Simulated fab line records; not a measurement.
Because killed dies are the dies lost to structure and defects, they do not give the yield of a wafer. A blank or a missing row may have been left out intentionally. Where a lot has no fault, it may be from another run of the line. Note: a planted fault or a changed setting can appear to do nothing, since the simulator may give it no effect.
fab line records	flow n5_finfet
[record] lots = 7	wafers = 21
route steps=1938 shown BEOL_M15@1809 PASSIVATION@1901
start_h: hours from the record's opening day to when the first of the lot's shown wafers began	wait_h: hours elapsed since this lot's preceding step	" unchanged from the row above	L1.1+2: several wafers, shown together as one row	- no value present, or no start provided	* or withheld: withheld	< > ~ a bound
route shown NAME@n: NAME is a module with steps in the file, n the number in the route of the first one	usual: mean/standard deviation taken from wafers without a fault	same: alike in all rows	chamber/n: place in a boat	sites: each site's reading	_std_site: how widely they spread, as a standard deviation	_edge_site: inner sites' mean taken away from outer sites' mean	radius_mm: how far each site lies from the wafer's centre	mask NAME#n: copy n	behind: the tool/chamber that last shaped the wafer	hold: cause of the lot's hold/its duration in hours/its outcome	device: names the non-switching transistor (n, p or np)	end of line: the same wafers' tests at the end of the route	a step given without rows: its recipe and nothing more	killed: not the wafer's yield, but the dies lost to structure and defects at the first sort	map: dies across one wafer; x = killed, . = not, _ = none there
set.NAME: the setting as run; set.NAME@STEP: as run at that earlier step	model.NAME: the simulator's own value behind a step, which no gauge read
one table per step and one row per wafer, for lots whose settings were changed on purpose
[[steps]]
[step N5_BEOL_M15_TRENCH_ETCH_34]
[recipe] chemistry = C4F8/O2/Ar	target = SiO2	target_depth_a = 8729.3	he_inner_torr = 15	he_outer_torr = 30	time_s = 199	ion_energy_ev = 800	pressure_mtorr = 20	source_w = 1905	bias_w = 2040	Ar_flow_sccm = 400	C4F8_flow_sccm = 16	O2_flow_sccm = 12
lot.wafer	tool	chamber	start_h	wait_h	set.time_s	model.etch.depth_nm
L077.2	rie_diel-05	1	276.51	0.0	199	901
L077.3	"	2	"	"	161.7	686.6
L077.5	"	2	"	"	161.7	685.4
L083.1	rie_diel-05	1	306.22	0.0	159.4	721.7
L083.4	"	3	"	"	199	837.6
L083.5	"	1	"	"	159.4	718.1
L085.1	rie_diel-05	2	331.96	0.0	199	852.3
L085.2	"	0	"	"	199	910.1
L085.4	"	3	"	"	199	838.6
L086.3	rie_diel-02	0	336.06	0.0	199	873.7
L086.4	"	1	"	"	199	891.8
L086.6	"	3	"	"	199	905.2
L089.1	rie_diel-06	3	344.36	0.0	199	902.1
L089.5	"	1	"	"	199	904.5
L089.6	"	0	"	"	199	847
L095.1	rie_diel-02	2	383.77	0.0	199	858.8
L095.2	"	0	"	"	199	861.5
L095.6	"	0	"	"	199	858.9
L094.2	rie_diel-06	2	391.03	0.0	199	863.5
L094.3	"	0	"	"	228.4	964.8
L094.4	"	3	"	"	228.4	1004
[step N5_BEOL_M15_STRIP_36]
[recipe] chemistry = O2	power_w = 600	temp_c = 60	pressure_mtorr = 30	rf_frequency_hz = 6e+07	bias_power_w = 0	overash_fraction = 0.3	o2_flow_sccm = 225
[step N5_BEOL_M15_ECD_47]
[recipe] material = Cu	target_thk_a = 18600
[step N5_BEOL_M15_ANNEAL_48]
[recipe] temp_c = 225	time_s = 90	ambient = N2
[step N5_BEOL_M15_CMP_49]
[recipe] stop_on = SiO2	t_overpolish_s = 4.9	down_force_psi = 2	platen_rpm = 80	clearing_platen_down_force_psi = 2	clearing_platen_rpm = 80	post_cmp_clean = cu_alkaline	target_thk_nm = 850	clearing_platen_pad_velocity_m_s = 1.5917	pad_velocity_m_s = 1.5917
lot.wafer	tool	chamber	start_h	wait_h	set.time_s@BEOL_M15_TRENCH_ETCH_34	model.Cu_of_BEOL_M15_ECD_47.thk_nm
L077.2	cmp-01	0	281.32	0.2	199	876.4
L077.3	"	2	"	"	161.7	664
L077.5	"	0	"	"	161.7	660
L083.4	cmp-01	2	309.43	0.1	199	814.6
L083.1	"	3	"	"	159.4	698.6
L083.5	"	2	"	"	159.4	695.2
L085.2	cmp-04	2	337.38	0.2	199	889.8
L085.1	"	3	"	"	199	828
L085.4	"	1	"	"	199	815.6
L086.4	cmp-01	1	338.03	0.1	199	868.4
L086.3	"	3	"	"	199	851.6
L086.6	"	2	"	"	199	883.4
L089.1	cmp-02	0	348.28	0.3	199	879.8
L089.6	"	0	"	"	199	824.6
L089.5	"	1	"	"	199	884.8
L095.2	cmp-01	2	385.55	0.2	199	838.6
L095.1	"	1	"	"	199	834.6
L095.6	"	3	"	"	199	837.6
L094.3	cmp-02	1	393.07	0.2	228.4	943.4
L094.4	"	3	"	"	228.4	979.8
L094.2	"	0	"	"	199	841
[step N5_BEOL_M15_THK_MEAS_50]
[recipe] thk_meas_gauge = xrf	reads = Cu_of_BEOL_M15_ECD_47
[usual] M15_THK = 875/26
lot.wafer	tool	chamber	start_h	wait_h	set.time_s@BEOL_M15_TRENCH_ETCH_34	M15_THK[nm]
L077.2	film_metro-01	-	281.62	-	199	896
L077.3	"	-	"	"	161.7	680
L077.5	"	-	"	"	161.7	675
L083.1	film_metro-02	-	309.73	-	159.4	707
L083.4	"	-	"	"	199	826
L083.5	"	-	"	"	159.4	701
L085.1	film_metro-02	-	337.68	-	199	847
L085.2	"	-	"	"	199	918
L085.4	"	-	"	"	199	841
L086.3	film_metro-02	-	338.32	-	199	874
L086.4	"	-	"	"	199	893
L086.6	"	-	"	"	199	909
L089.1	film_metro-02	-	348.57	-	199	892
L089.5	"	-	"	"	199	896
L089.6	"	-	"	"	199	838
L095.1	film_metro-02	-	385.85	-	199	849
L095.2	"	-	"	"	199	852
L095.6	"	-	"	"	199	853
L094.2	film_metro-01	-	393.37	-	199	852
L094.3	"	-	"	"	228.4	958
L094.4	"	-	"	"	228.4	992
[step N5_BEOL_M15_PRE_CLEAN_52]
[recipe] gas = NH3	time_s = 15	temp_c = withheld	rf_power_w = 300
[step N5_BEOL_M15_DEP_53]
[recipe] material = SiCN	target_thk_a = 500	temp_c = withheld	precursor = 3MS/NH3	pressure_torr = 3	rf_w = 675	time_s = 17.8
[step N5_BEOL_M15_RS_MEAS_54]
[recipe] thk_meas_gauge = four-point-probe	reads = Cu_of_BEOL_M15_ECD_47+Ta_of_BEOL_M15_SPUTTER_44+TaN_of_BEOL_M15_SPUTTER_43
[usual] M15_RS = 0.0215/0.00062
lot.wafer	tool	chamber	start_h	wait_h	set.time_s@BEOL_M15_TRENCH_ETCH_34	M15_RS[ohm/sq]
L077.2	film_metro-02	-	281.75	0.1	199	0.0209
L077.3	"	-	"	"	161.7	0.0277
L077.5	"	-	"	"	161.7	0.0279
L083.1	film_metro-01	-	309.86	0.0	159.4	0.0262
L083.4	"	-	"	"	199	0.0225
L083.5	"	-	"	"	159.4	0.0264
L085.1	film_metro-02	-	337.81	0.0	199	0.0221
L085.2	"	-	"	"	199	0.0206
L085.4	"	-	"	"	199	0.0225
L086.3	film_metro-02	-	338.46	0.1	199	0.0215
L086.4	"	-	"	"	199	0.0211
L086.6	"	-	"	"	199	0.0207
L089.1	film_metro-01	-	348.70	0.0	199	0.0208
L089.5	"	-	"	"	199	0.0207
L089.6	"	-	"	"	199	0.0222
L095.1	film_metro-02	-	385.98	0.0	199	0.0219
L095.2	"	-	"	"	199	0.0218
L095.6	"	-	"	"	199	0.0218
L094.2	film_metro-01	-	393.49	0.1	199	0.0217
L094.3	"	-	"	"	228.4	0.0194
L094.4	"	-	"	"	228.4	0.0186
[step N5_PASSIVATION_EXPOSE_27]
[recipe] mask_id = PAD	na = 0.55	source_shape = conventional	sigma_outer = 0.8	polarization = unpolarized	defocus_nm = 0	dose_mj = 32.3
lot.wafer	tool	chamber	start_h	wait_h	mask	set.dose_mj
L077.2+3+5	krf_scanner-01	0	292.00	-	PAD#0	32.3
L083.1	krf_scanner-01	0	318.35	-	PAD#0	32.3
L083.4+5	"	0	"	"	PAD#0	29.96
L085.1+2+4	krf_scanner-02	0	347.57	-	PAD#0	32.3
L086.3	krf_scanner-02	0	348.75	-	PAD#0	32.3
L086.4+6	"	0	"	"	PAD#0	33.77
L089.1+5+6	krf_scanner-02	0	357.99	-	PAD#0	32.3
L095.1	krf_scanner-02	0	394.11	-	PAD#0	34.16
L095.2+6	"	0	"	"	PAD#0	32.3
L094.2+4	krf_scanner-01	0	404.08	-	PAD#0	34.52
L094.3	"	0	"	"	PAD#0	32.3
[step N5_PASSIVATION_PEB_28]
[recipe] peb_temp_c = withheld	peb_time_s = *
[step N5_PASSIVATION_DEVELOP_29]
[recipe] develop_time_s = 60	rinse_liquid = diw	dry = air_spin	dev_temp_c = 21
[step N5_PASSIVATION_HARDBAKE_31]
[recipe] temp_c = 130	time_s = 120
[step N5_PASSIVATION_CD_MEAS_30]
[recipe] target_cd_nm = 4000	landing_energy_ev = 500	detector = se_inlens	polarity = opening
[usual] cd_nm = 4000.5/2.5
lot.wafer	tool	chamber	start_h	wait_h	set.dose_mj@PASSIVATION_EXPOSE_27	cd_nm
L077.2	cd_sem-03	0	292.17	-	32.3	3997.9
L077.3	"	0	"	"	32.3	3999.9
L077.5	"	0	"	"	32.3	3997.5
L083.1	cd_sem-02	0	318.52	-	32.3	3998.7
L083.4	"	0	"	"	29.96	3987.7
L083.5	"	0	"	"	29.96	3989.0
L085.1	cd_sem-03	0	347.74	-	32.3	3999.2
L085.2	"	0	"	"	32.3	3998.9
L085.4	"	0	"	"	32.3	4002.3
L086.3	cd_sem-03	0	348.92	-	32.3	3999.8
L086.4	"	0	"	"	33.77	4005.2
L086.6	"	0	"	"	33.77	4005.2
L089.1	cd_sem-02	0	358.17	-	32.3	4005.4
L089.5	"	0	"	"	32.3	3998.7
L089.6	"	0	"	"	32.3	3998.6
L095.1	cd_sem-02	0	394.29	-	34.16	4012.8
L095.2	"	0	"	"	32.3	4004.5
L095.6	"	0	"	"	32.3	4000.1
L094.2	cd_sem-03	0	404.25	-	34.52	4010.3
L094.3	"	0	"	"	32.3	4000.7
L094.4	"	0	"	"	34.52	4011.5
[step N5_PASSIVATION_EXPOSE_41]
[recipe] mask_id = PASS_OPEN	na = 0.55	defocus_nm = 0	source_shape = conventional	sigma_outer = 0.8	polarization = unpolarized	target_cd_nm = 40000	dose_mj = 57.25
lot.wafer	tool	chamber	start_h	wait_h	mask	set.dose_mj
L077.2+3+5	krf_scanner-01	0	294.01	-	PASS_OPEN#0	57.25
L083.1+4	krf_scanner-02	0	320.48	-	PASS_OPEN#0	53.9
L083.5	"	0	"	"	PASS_OPEN#0	57.25
L085.1+2+4	krf_scanner-01	0	350.00	-	PASS_OPEN#0	57.25
L086.3+4+6	krf_scanner-01	0	350.58	-	PASS_OPEN#0	57.25
L089.1	krf_scanner-02	0	359.85	-	PASS_OPEN#0	57.25
L089.5+6	"	0	"	"	PASS_OPEN#0	61.25
L095.1+6	krf_scanner-01	0	396.35	-	PASS_OPEN#0	57.25
L095.2	"	0	"	"	PASS_OPEN#0	54.23
L094.2+3+4	krf_scanner-02	0	407.32	-	PASS_OPEN#0	58.96
[step N5_PASSIVATION_PEB_42]
[recipe] peb_temp_c = withheld	peb_time_s = *
[step N5_PASSIVATION_DEVELOP_43]
[recipe] develop_time_s = 60	rinse_liquid = diw	dry = air_spin	dev_temp_c = 21
[step N5_PASSIVATION_HARDBAKE_45]
[recipe] temp_c = 130	time_s = 120
[step N5_PASSIVATION_CD_MEAS_44]
[recipe] target_cd_nm = 40000	landing_energy_ev = 500	detector = se_inlens
[usual] cd_nm = 39999/5.9
lot.wafer	tool	chamber	start_h	wait_h	set.dose_mj@PASSIVATION_EXPOSE_41	cd_nm
L077.2	cd_sem-02	0	294.18	-	57.25	40004
L077.3	"	0	"	"	57.25	40000
L077.5	"	0	"	"	57.25	39998
L083.1	cd_sem-01	0	320.66	-	53.9	39969
L083.4	"	0	"	"	53.9	39974
L083.5	"	0	"	"	57.25	40001
L085.1	cd_sem-03	0	350.18	-	57.25	39997
L085.2	"	0	"	"	57.25	40011
L085.4	"	0	"	"	57.25	40001
L086.3	cd_sem-01	0	350.75	-	57.25	40000
L086.4	"	0	"	"	57.25	40002
L086.6	"	0	"	"	57.25	39996
L089.1	cd_sem-03	0	360.03	-	57.25	40005
L089.5	"	0	"	"	61.25	40024
L089.6	"	0	"	"	61.25	40038
L095.1	cd_sem-03	0	396.53	-	57.25	39995
L095.2	"	0	"	"	54.23	39982
L095.6	"	0	"	"	57.25	40000
L094.2	cd_sem-02	0	407.49	-	58.96	40023
L094.3	"	0	"	"	58.96	40014
L094.4	"	0	"	"	58.96	40012
[[key]]
[split] step = N5_BEOL_M15_TRENCH_ETCH_34	setting = time_s	stated = 199	by = wafer
[response] step = N5_BEOL_M15_TRENCH_ETCH_34	reading = model.etch.depth_nm	change = +8.45	per = 1%	r = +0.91
[response] step = N5_BEOL_M15_CMP_49	reading = model.Cu_of_BEOL_M15_ECD_47.thk_nm	change = +8.43	per = 1%	r = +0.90
[response] step = N5_BEOL_M15_THK_MEAS_50	reading = M15_THK	change = +8.64	per = 1%	r = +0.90
[response] step = N5_BEOL_M15_RS_MEAS_54	reading = M15_RS	change = -0.000255	per = 1%	r = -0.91
[split] step = N5_PASSIVATION_EXPOSE_27	setting = dose_mj	stated = 32.3	by = wafer
[response] step = N5_PASSIVATION_CD_MEAS_30	reading = cd_nm	change = +1.5	per = 1%	r = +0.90
[split] step = N5_PASSIVATION_EXPOSE_41	setting = dose_mj	stated = 57.25	by = wafer
[response] step = N5_PASSIVATION_CD_MEAS_44	reading = cd_nm	change = +3.94	per = 1%	r = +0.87
